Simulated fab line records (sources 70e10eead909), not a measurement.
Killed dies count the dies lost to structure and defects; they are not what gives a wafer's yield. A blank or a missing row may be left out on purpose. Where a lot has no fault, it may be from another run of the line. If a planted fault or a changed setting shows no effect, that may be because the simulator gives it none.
A struck lot beside a sound one || flow nand-harc || 40 steps out of a route of 1159
Sound: these wafers, L408.1, L408.4, L408.5. Struck: wafers L415.3, L415.5. (L415.1 of the same lot was not struck and is left out.) The cause comes at the end.
At each step with rows: each side's tool, then ch and its chambers, then its first start. Under that, the readings that differ: sound wafers || struck wafers || difference of the means || sigmas: that difference in standard deviations of wafers without a fault.
alike: words and numbers the same on both sides, and readings whose means are apart by under 2 such deviations; not compared: readings that were withheld, readings missing a value for some wafer, numbers with overlapping values and no deviation given by the record, and bounds like >300 which may hide the same value.
Wherever a step has rows on one side only, a row that says differs or no value, or a row with sigmas, the two part there. Numbers that don't overlap but have no deviation are shown without sigmas and don't part them. Lack of a reading on every wafer of one side parts them only where that side has two or more wafers.

first, 1 step without rows for these wafers: NHARC_A_BONDPAD_HARDBAKE_10 (time 65 s).
NHARC_A_BONDPAD_DESCUM_11: chemistry O2, time 3 s.
  sound on rie-diel-03 ch 0,1,2, day 19 12:31; struck on rie-diel-03 ch 1,3, day 22 21:03
  alike: drypump-motor-current-A, o2-flow-sccm, oes-product-au, rf-vpp-V, showerhead-plenum-p-Torr, throttle-valve-pct
  not compared: rf-hours-counter-h
NHARC_A_BONDPAD_ETCH_34: etches the open film in N2/H2, target depth 60 nm, overetch 18 nm, time 65.91 s.
  sound on rie-diel-03 ch 0,1,2, day 19 12:35; struck on rie-diel-03 ch 2, day 22 21:08
  alike: drypump-motor-current-A, h2-flow-sccm, oes-product-au, rf-vpp-V, showerhead-plenum-p-Torr, throttle-valve-pct
  not compared: rf-hours-counter-h
NHARC_A_BONDPAD_ETCH_12: etches the open film in CHF3/O2, target depth 220 nm, time 110 s.
  sound: rie-diel-03 ch 2,3; struck: rie-diel-03 ch 3
  alike: drypump-motor-current-A, o2-flow-sccm, oes-product-au, rf-vpp-V, showerhead-plenum-p-Torr, throttle-valve-pct
  not compared: rf-hours-counter-h
NHARC_A_BONDPAD_CD_MEAS_13:
  sound on cd-sem-03 at day 19 12:49; struck on cd-sem-01 at day 22 21:22
  alike: cd-nm
NHARC_A_BONDPAD_STRIP_15: strips in O2.
  sound on rie-diel-13 ch 0,1,3, day 19 12:56; struck on rie-diel-03 ch 0,3, day 22 21:27
  alike: drypump-motor-current-A, o2-flow-sccm, oes-product-au, rf-vpp-V, showerhead-plenum-p-Torr, throttle-valve-pct
  not compared: rf-hours-counter-h
NHARC_A_BONDPAD_ETCH_24: etches the open film in CF4/N2, target depth 30 nm, time 72.99 s.
  sound: rie-diel-13 ch 2,3; struck: rie-diel-03 ch 0,3
  alike: drypump-motor-current-A, oes-product-au, rf-vpp-V, showerhead-plenum-p-Torr, throttle-valve-pct
  not compared: rf-hours-counter-h
then, 5 steps without rows for these wafers: NHARC_A_BONDPAD_STRIP_16 (strips in post etch residue remover, time 600 s); NHARC_A_BONDPAD_DEGAS_25 (time 60 s); NHARC_A_BONDPAD_PRE_CLEAN_26 (time 30 s); NHARC_A_BONDPAD_PVD_17 (deposits TaN, target thk 5 nm, time 8.06 s); NHARC_A_BONDPAD_PVD_27 (deposits Cu, target thk 30 nm, time 20.49 s).
NHARC_A_BONDPAD_ECD_18: material Cu, target thk 400 nm.
  sound on ecd-cu-01 ch 0, day 19 13:52; struck on ecd-cu-01 ch 0,1, day 22 22:26
then, 3 steps without rows for these wafers: NHARC_A_BONDPAD_ANNEAL_28 (time 90 s); NHARC_A_BONDPAD_CMP_19 (polishes, t overpolish 30 s, cu recess touch 16 s, target thk 169.8 nm); NHARC_A_BONDPAD_SRD_21 (time 30 s, dry time 20 s).
NHARC_A_BONDPAD_INSPECT_23:
  sound on defect-inspect-01 at day 19 15:06; struck on defect-inspect-01 at day 22 23:43
{"reading": "raw-defect-count", "sound": "388 517 623", "struck": "295 269", "difference": -227, "sigmas": -2}
then, 5 steps without rows for these wafers: NHARC_HYBRID_BOND_ACTIVATE_00 (chemistry N2, time 60 s); NHARC_HYBRID_BOND_PRECLEAN_01 (cleans in DIW, time 300 s); NHARC_HYBRID_BOND_SRD_02 (time 30 s, dry time 20 s); NHARC_HYBRID_BOND_BOND_03; NHARC_HYBRID_BOND_ANNEAL_04 (time 7200 s).
NHARC_HYBRID_BOND_OVL_MEAS_05:
  sound wafers here have rows in the record (overlay-02, day 20 01:20); struck ones have none
NHARC_HYBRID_BOND_INSPECT_06: inspects for defects (ir void).
  sound wafers here have rows in the record (defect-inspect-01, day 20 01:23); struck ones have none
then, 2 steps without rows for these wafers: NHARC_THIN_TSV_GRIND_00; NHARC_THIN_TSV_CMP_01 (polishes).
NHARC_THIN_TSV_THK_MEAS_02: measures by ir.
  sound wafers here have rows in the record (film-metro-01, day 20 04:16); struck ones have none
then, 12 steps without rows for these wafers: NHARC_THIN_TSV_SRD_03; NHARC_THIN_TSV_PRECLEAN_41 (cleans in SC1); NHARC_THIN_TSV_SRD_42; NHARC_THIN_TSV_DEP_43 (deposits SiO2, target thk 1328.5 nm); NHARC_THIN_TSV_DEHYDRATE_04 (time 120 s); NHARC_THIN_TSV_HMDS_05 (time 30 s); NHARC_THIN_TSV_COAT_06; NHARC_THIN_TSV_SOFTBAKE_07 (time 95 s); NHARC_THIN_TSV_EBR_08; NHARC_THIN_TSV_EXPOSE_09 (exposes mask TSV); NHARC_THIN_TSV_PEB_10 (peb time 85 s); NHARC_THIN_TSV_DEVELOP_11 (time 70 s).
NHARC_END_SORT_01:
  here the record holds rows for the struck wafers (prober-01 ch 0, day 24 14:14) but none for the sound ones

== WHERE THEY PART ==
Earliest at NHARC_A_BONDPAD_INSPECT_23; latest, in this record, at NHARC_END_SORT_01.

WHY: the cause the simulator had injected
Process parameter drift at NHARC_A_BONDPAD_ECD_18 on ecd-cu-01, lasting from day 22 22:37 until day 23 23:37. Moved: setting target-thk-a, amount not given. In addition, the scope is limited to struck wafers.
